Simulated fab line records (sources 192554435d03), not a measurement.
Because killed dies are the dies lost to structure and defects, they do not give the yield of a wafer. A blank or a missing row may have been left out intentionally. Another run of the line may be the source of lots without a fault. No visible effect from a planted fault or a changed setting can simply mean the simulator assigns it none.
Split-lot trial | flow n5 finfet | 39 wafers read from 7 lots, route of 1938 steps

THE SPLIT
At N5_DUMMY_GATE_ETCH_32 (etches SiO2 in CF4, target depth 3.5 nm, time 3.9 s), the setting time s was moved away from the recipe's 3.9 s on 15 of the 39 wafers read, by -9.7% to +23.3%. For the rest of the wafers, this setting stayed at what the recipe calls for.

The split's own step is where the reading is taken.

THE READING
etch.depth nm (the simulator's own value, which no gauge read), in nm, at N5_DUMMY_GATE_ETCH_32 (etches SiO2 in CF4, target depth 3.5 nm, time 3.9 s). The file does not state a usual value for it. Here, 24 wafers ran the recipe; their average is 3.477 nm with a standard deviation of 0.059 nm.

wafer  | tool, chamber at the split | time s as run, s | against the recipe | etch.depth nm, nm | against lot-mates on the recipe
L075.1 | rie si-06, 2               | 3.559            | -8.7%              | 3.1               | -0.335
L075.2 | rie si-06, 0               | 3.9              | recipe             | 3.525             | -
L075.3 | rie si-06, 3               | 3.559            | -8.7%              | 3.164             | -0.271
L075.4 | rie si-06, 1               | 3.9              | recipe             | 3.39              | -
L075.5 | rie si-06, 1               | 3.9              | recipe             | 3.391             | -
L075.6 | rie si-06, 0               | 3.559            | -8.7%              | 3.24              | -0.195
L080.1 | rie si-06, 1               | 3.521            | -9.7%              | 3.046             | -0.431
L080.2 | rie si-06, 2               | 3.9              | recipe             | 3.407             | -
L080.3 | rie si-06, 0               | 3.9              | recipe             | 3.573             | -
L080.4 | rie si-06, 3               | 3.9              | recipe             | 3.45              | -
L080.5 | rie si-06, 2               | 3.521            | -9.7%              | 3.097             | -0.380
L080.6 | rie si-06, 3               | 3.521            | -9.7%              | 3.134             | -0.343
L081.1 | rie si-05, 0               | 3.9              | recipe             | 3.548             | -
L081.2 | rie si-05, 3               | 3.9              | recipe             | 3.478             | -
L081.3 | rie si-05, 2               | 4.81             | +23.3%             | 4.298             | +0.811
L081.4 | rie si-05, 1               | 3.9              | recipe             | 3.434             | -
L081.5 | rie si-05, 2               | 4.81             | +23.3%             | 4.304             | +0.817
L081.6 | rie si-05, 3               | 4.81             | +23.3%             | 4.291             | +0.804
L087.1 | rie si-06, 0               | 3.9              | recipe             | 3.476             | -
L087.3 | rie si-06, 1               | 3.9              | recipe             | 3.328             | -
L087.5 | rie si-06, 0               | 3.9              | recipe             | 3.484             | -
L089.1 | rie si-04, 0,3             | 3.9              | recipe             | 3.514             | -
L089.3 | rie si-04, 0,3             | 3.9              | recipe             | 3.514             | -
L089.2 | rie si-04, 1               | 3.9              | recipe             | 3.53              | -
L089.4 | rie si-04, 3               | 4.617            | +18.4%             | 4.148             | +0.629
L089.5 | rie si-04, 0               | 4.617            | +18.4%             | 4.127             | +0.608
L089.6 | rie si-04, 1               | 4.617            | +18.4%             | 4.184             | +0.665
L096.1 | rie si-05, 1               | 3.9              | recipe             | 3.472             | -
L096.2 | rie si-05, 2               | 3.9              | recipe             | 3.488             | -
L096.3 | rie si-05, 0               | 3.9              | recipe             | 3.546             | -
L096.4 | rie si-05, 3               | 3.9              | recipe             | 3.435             | -
L096.5 | rie si-05, 3               | 3.9              | recipe             | 3.47              | -
L096.6 | rie si-05, 0               | 3.9              | recipe             | 3.54              | -
L097.1 | rie si-06, 3               | 3.9              | recipe             | 3.49              | -
L097.2 | rie si-06, 0               | 3.556            | -8.8%              | 3.244             | -0.243
L097.3 | rie si-06, 1               | 3.556            | -8.8%              | 3.114             | -0.373
L097.4 | rie si-06, 2               | 3.9              | recipe             | 3.433             | -
L097.5 | rie si-06, 3               | 3.556            | -8.8%              | 3.18              | -0.307
L097.6 | rie si-06, 0               | 3.9              | recipe             | 3.539             | -
If several chambers appear in one row, that row covers several wafers at once and the file leaves open which wafer was in which chamber.

FIT RESULTS
A straight line over all 39 wafers: etch.depth nm changes by +0.0359 nm for each +1% of time s; r = +0.99; the points scatter about the line by 0.055 nm.
The same after taking each lot's own level away (the mean of its wafers on the recipe; 39 wafers): +0.0348 nm for each +1%; r = +0.99; scatter 0.052 nm.
The reading moves by 0.81 nm for the largest change in time s, on that fit.
Across the lots, their own levels run from 3.4293 to 3.5193 nm, a range of 1.5 times the standard deviation given above.
Hence the lot-to-lot level has little effect on the slope; both slopes agree.
Check: +0.811 nm against its lot-mates is what the line predicts for one of the wafers moved furthest among these (+23.3%) when that wafer is left out of the fit. It came out at +0.811 nm against them.

FURTHER SPLITS ON THESE WAFERS
Before the reading, these wafers also passed through other splits. Each is held against what the fit with the lots' levels taken away leaves over:
other split on the same wafers | wafers away from the commonest value | r with etch.depth nm (lot level and that fit taken away)
N5_FIN_CUT_ETCH_21 bias w      | 12                                   | -0.20

THE FILE'S OWN FIT
etch.depth nm changes by +0.0348 nm for each +1% of time s, r = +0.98.
